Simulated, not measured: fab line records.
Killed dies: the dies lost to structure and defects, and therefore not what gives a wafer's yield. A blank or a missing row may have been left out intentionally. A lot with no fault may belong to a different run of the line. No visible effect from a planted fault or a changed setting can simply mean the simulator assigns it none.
Which tool did it? :: flow n5Finfet :: 41 wafers sampled from 14 lots at 1 step of a route of 1938

WHAT THE GAUGES SHOWED, per wafer
N5_MIM_TOP_LITHO_OVL_MEAS_11.
lot: L635
measured: day 13 19:58
on: overlay-01
MIM_TOP_OVL (nm): -1 0 5

lot: L637
measured: day 14 18:18
on: overlay-02
MIM_TOP_OVL (nm): -9 -5 -7

lot: L636
measured: day 15 05:45
on: overlay-02
MIM_TOP_OVL (nm): -5 -5 -2

lot: L634
measured: day 15 09:56
on: overlay-02
MIM_TOP_OVL (nm): 2 -15 1

lot: L640
measured: day 15 14:04
on: overlay-01
MIM_TOP_OVL (nm): -5 -10 -16

lot: L645
measured: day 16 12:07
on: overlay-01
MIM_TOP_OVL (nm): -3 -2 -6

lot: L643
measured: day 16 18:30
on: overlay-01
MIM_TOP_OVL (nm): 5 -3

lot: L646
measured: day 16 19:41
on: overlay-02
MIM_TOP_OVL (nm): 5 -15 -1

lot: L647
measured: day 17 15:18
on: overlay-01
MIM_TOP_OVL (nm): 0 -1 1

lot: L648
measured: day 17 16:05
on: overlay-02
MIM_TOP_OVL (nm): 0 -4 0

lot: L649
measured: day 18 04:35
on: overlay-01
MIM_TOP_OVL (nm): 0 7 10

lot: L652
measured: day 18 12:27
on: overlay-01
MIM_TOP_OVL (nm): -9 -8 1

lot: L654
measured: day 19 18:29
on: overlay-02
MIM_TOP_OVL (nm): -9 -5 -9

lot: L655
measured: day 19 18:51
on: overlay-01
MIM_TOP_OVL (nm): -10 -6 -8

WHAT TOOL EACH LOT RAN ON (gives the tool, then ch and the chambers of the sampled wafers, and finally the start)
The record holds no process step before these readings.

AS READ BY THE TOOLS THEMSELVES (means over the sampled wafers that have a number; for cases with no such wafer, the mark the record gives instead)
The record holds no such reading with a usual standard deviation.

THE ANSWER, worked out from the rows above alone
Rule: usual is defined by the lots themselves. Put in order of their means at a reading, lots are off if they are a third of the lots or fewer, leave a main group of 4 or more, and stand apart from it by a gap of 3 or more times the standard deviation of the main group's means; of several such gaps the widest counts. Not used: any main group whose means are identical at the precision the tables above print for the reading. A lot without any number at a reading at which 4 lots or more have one is off too. All remaining lots with rows at the step are treated as sound. The gauges are gone through in route order, then the tools' own readings, and for those a lot's mean is taken as printed above. The first step at which some lot is off is used, and at that step the reading that is off furthest; a lot without a number counts as furthest.
Across all readings shown, no lot is off: no conclusion can be drawn from this.

WHAT THE SIMULATOR PUT IN
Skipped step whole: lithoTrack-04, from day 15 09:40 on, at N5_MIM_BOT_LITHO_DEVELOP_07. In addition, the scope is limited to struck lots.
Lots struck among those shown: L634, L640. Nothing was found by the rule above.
